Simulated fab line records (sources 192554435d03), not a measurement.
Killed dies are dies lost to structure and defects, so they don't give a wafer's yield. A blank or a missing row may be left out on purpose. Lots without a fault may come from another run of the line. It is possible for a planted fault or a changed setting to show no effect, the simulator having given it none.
One fault through the eyes of 3 desks || flow n5Finfet || numbers are kept per desk, each desk with only its own; the story behind them comes last

THE DEFECT DESK
For each lot, the counts of the inspections along the route, averaged over the sampled wafers that have a number. If a lot's mean is further than 4 standard deviations from the usual mean, the lot is out of limits and carries the mark OUT (the distance appears in the brackets).
Columns: A = rawDefectCount at N5_PMOS_HMC_CHANNEL_EPI_INSPECT_30, usual 19
{"lot": "L494", "first seen here": "day 1 20:11", "A": 25}
{"lot": "L495", "first seen here": "day 2 02:33", "A": 23}
{"lot": "L500", "first seen here": "day 3 08:49", "A": 17}
{"lot": "L504", "first seen here": "day 4 09:09", "A": 15}
{"lot": "L505", "first seen here": "day 4 13:49", "A": 22}
{"lot": "L507", "first seen here": "day 5 02:11", "A": 20}
{"lot": "L510", "first seen here": "day 5 20:13", "A": 18}
{"lot": "L511", "first seen here": "day 6 02:33", "A": 18}
{"lot": "L516", "first seen here": "day 7 09:23", "A": 15}
{"lot": "L517", "first seen here": "day 7 14:50", "A": 15}
Result from this desk: across the 10 lots, nothing is out of limits.

FOR THE TOOL OWNER'S DESK: lithoTrack-03
The tool's own readings at N5_ZERO_LAYER_COAT_05 (resist thk 1000 nm): means of the sampled wafers that have a number, for each lot that ran on this tool. If a lot's mean is further than 4 standard deviations from the usual mean, the lot is out of limits and carries the mark OUT (the distance appears in the brackets).
Columns: A = resistLineTempC at N5_ZERO_LAYER_COAT_05, usual 23.00 C; B = spinSpeedRpm at N5_ZERO_LAYER_COAT_05, usual 1500.0 rpm
{"lot": "L495", "first seen here": "day 1 18:22", "A": 22.97, "B": 1500.0}
{"lot": "L504", "first seen here": "day 4 00:22", "A": 22.97, "B": 1500.2}
{"lot": "L505", "first seen here": "day 4 06:22", "A": 23.04, "B": 1500.6}
{"lot": "L510", "first seen here": "day 5 12:22", "A": 23.09, "B": "1233.6 (-99 or more) OUT"}
{"lot": "L511", "first seen here": "day 5 18:22", "A": 22.94, "B": "1233.4 (-99 or more) OUT"}
This desk's finding: out of limits on L510, L511; first on L510, day 5 12:22 (spinSpeedRpm at N5_ZERO_LAYER_COAT_05). Within limits: L495, L504, L505.

FROM THE METROLOGY DESK
What the gauges read, lot by lot, whatever tool the lot ran on: means of the sampled wafers that have a number. If a lot's mean is further than 4 standard deviations from the usual mean, the lot is out of limits and carries the mark OUT (the distance appears in the brackets). Readings shown: 7 of its 10, picked as those furthest out on some lot.
Columns: A = DIBL_N at N5_BEOL_M4_RC_MEAS_101, usual 36.1 mV/V; B = DIBL_P at N5_BEOL_M4_RC_MEAS_101, usual 36 mV/V; C = IOFF_P at N5_BEOL_M4_RC_MEAS_101, usual 0.20 nA/um; D = ION_N at N5_BEOL_M4_RC_MEAS_101, usual 676 uA/um; E = ION_P at N5_BEOL_M4_RC_MEAS_101, usual 462 uA/um; F = VT_N at N5_BEOL_M4_RC_MEAS_101, usual 251 mV; G = VT_P at N5_BEOL_M4_RC_MEAS_101, usual -252 mV
{"lot": "L495", "first seen here": "day 9 00:22", "A": 36.1, "B": 36, "C": 0.18, "D": 676, "E": 458, "F": 253, "G": -253}
{"lot": "L494", "first seen here": "day 9 09:12", "A": 37.2, "B": 38, "C": 0.23, "D": 688, "E": 466, "F": 248, "G": -249}
{"lot": "L500", "first seen here": "day 11 07:46", "A": 36.1, "B": 38, "C": 0.18, "D": 683, "E": 463, "F": 252, "G": -254}
{"lot": "L504", "first seen here": "day 12 02:23", "A": 35.8, "B": 35, "C": 0.21, "D": 684, "E": 472, "F": 250, "G": -249}
{"lot": "L505", "first seen here": "day 12 06:24", "A": 35.4, "B": 31, "C": 0.13, "D": 661, "E": 447, "F": 257, "G": -258}
{"lot": "L507", "first seen here": "day 12 11:47", "A": 35.0, "B": 36, "C": 0.18, "D": 680, "E": 456, "F": 247, "G": -253}
{"lot": "L510", "first seen here": "day 13 11:35", "A": 33.2, "B": 31, "C": 0.14, "D": 674, "E": 459, "F": 254, "G": -254}
{"lot": "L511", "first seen here": "day 13 19:27", "A": 37.1, "B": 36, "C": 0.18, "D": 678, "E": 462, "F": 253, "G": -252}
{"lot": "L517", "first seen here": "day 14 08:28", "A": 36.3, "B": 36, "C": 0.23, "D": 690, "E": 475, "F": 248, "G": -247}
{"lot": "L516", "first seen here": "day 15 02:44", "A": 38.3, "B": 38, "C": 0.25, "D": 659, "E": 460, "F": 252, "G": -248}
Result from this desk: across the 10 lots, nothing is out of limits.

ALL TOGETHER
The tool owner's desk had the chance to raise an alarm at day 5 12:22 on L510, L511.
Nothing out of limits was seen by the defect desk.
From the metrology desk's view, nothing was out of limits.
The defect desk has L510, L511 on record, within its limits.
The metrology desk has L510, L511 on record, within its limits.
N5_ZERO_LAYER_COAT_05 was run on lithoTrack-03 by each of the lots named.

WHAT THE SIMULATOR HAD INSERTED
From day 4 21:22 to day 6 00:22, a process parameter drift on lithoTrack-03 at N5_ZERO_LAYER_COAT_05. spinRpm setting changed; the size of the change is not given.
Lots struck among those shown: L510, L511.
Time in hours from fault onset to the first out-of-limits reading at each desk: the tool owner's desk, 15.
